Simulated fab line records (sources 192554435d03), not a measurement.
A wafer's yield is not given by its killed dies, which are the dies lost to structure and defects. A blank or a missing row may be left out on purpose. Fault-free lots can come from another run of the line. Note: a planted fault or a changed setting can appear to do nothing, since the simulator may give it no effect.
Chamber matching ; flow n5-finfet ; rie-diel-05 running N5_BEOL_M9_ETCH_62: 4 sister chambers
The step etches SOC in N2/H2, target depth 110 nm, overetch 22 nm, time 165 s. 8 wafers are shown with their chamber, then 10 later ones without.

== WAFERS PAIRED WITH THEIR CHAMBERS ==
wafer;chamber;drypump-motor-current-A (A);throttle-valve-pct (%)
L077.3;0;5.8;17.90
L081.1;0;5.9;17.91
L081.4;2;6.3;18.19
L083.4;2;6.3;18.18
L084.2;1;5.2;18.33
L084.5;3;4.7;17.84
L085.3;3;4.7;17.85
L085.4;1;5.2;18.34

== WAFERS MISSING THEIR CHAMBER ==
wafer;drypump-motor-current-A (A);throttle-valve-pct (%)
L085.5;4.7;17.86
L089.3;5.2;18.35
L089.5;5.9;17.93
L089.6;5.2;18.35
L095.3;4.7;17.90
L095.4;5.9;17.94
L095.6;4.7;17.90
L096.2;6.3;18.23
L096.4;5.8;17.96
L096.6;6.3;18.24

== WHICH CHAMBER EACH WENT THROUGH ==
wafer;from the rows above;in truth
L085.5;3;3
L089.3;1;1
L089.5;0;0
L089.6;1;1
L095.3;3;3
L095.4;0;0
L095.6;3;3
L096.2;2;2
L096.4;0;0
L096.6;2;2
Placed correctly: 10 of 10. Can't be placed from these rows: 0. Placed wrongly: 0.
How it was worked out, from the rows above alone: a wafer's distance from a chamber is the root of the sum, over the readings, of the square of ((its reading less the chamber's mean) divided by the reading's scatter). The wafer belongs to the nearest chamber; if the next one is less than 2 further off, it can't be placed. The mean given for a chamber averages the wafers shown for that chamber. The scatter: the root of (the sum of the squares of (reading less its chamber's mean) over the shown wafers, divided by (wafers less chambers)).
